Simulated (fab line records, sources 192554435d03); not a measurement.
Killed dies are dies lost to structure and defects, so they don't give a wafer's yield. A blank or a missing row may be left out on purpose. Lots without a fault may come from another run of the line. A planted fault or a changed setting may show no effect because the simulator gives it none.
Chamber matching | flow n5_finfet | N5_BEOL_M1_STRIP_66 on rie_diel-04: 4 sister chambers
The step strips in CF4. 4 wafers are shown with their chamber, then 7 later ones without.

WAFERS WITH THEIR CHAMBER
wafer  | chamber | showerhead_plenum_p_Torr (Torr)
L082.4 | 3       | 1.71
L088.3 | 0       | 1.84
L089.1 | 2       | 1.83
L089.2 | 1       | 1.75

WAFERS WITHOUT THEIR CHAMBER
wafer  | showerhead_plenum_p_Torr (Torr)
L089.5 | 1.84
L093.1 | 1.83
L093.3 | 1.71
L093.6 | 1.83
L097.1 | 1.75
L097.2 | 1.70
L097.3 | 1.84

WHICH CHAMBER EACH WENT THROUGH
wafer  | from the rows above | in truth
L089.5 | 0                   | 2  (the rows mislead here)
L093.1 | 2                   | 2
L093.3 | 3                   | 3
L093.6 | 2                   | 2
L097.1 | 1                   | 1
L097.2 | 3                   | 3
L097.3 | 0                   | 0
Placed correctly: 6 of 7. Can't be placed from these rows: 0. Placed wrongly: 1.
How it was worked out, from the rows above alone: a wafer's distance from a chamber is the root of the sum, over the readings, of the square of ((its reading less the chamber's mean) divided by the reading's scatter). The wafer belongs to the nearest chamber; if the next one is less than 2 further off, it can't be placed. A chamber's mean is the mean of its shown wafers. The scatter: with one shown wafer a chamber, the root of the mean of the squares of how far each hidden wafer lies from its nearest shown one.
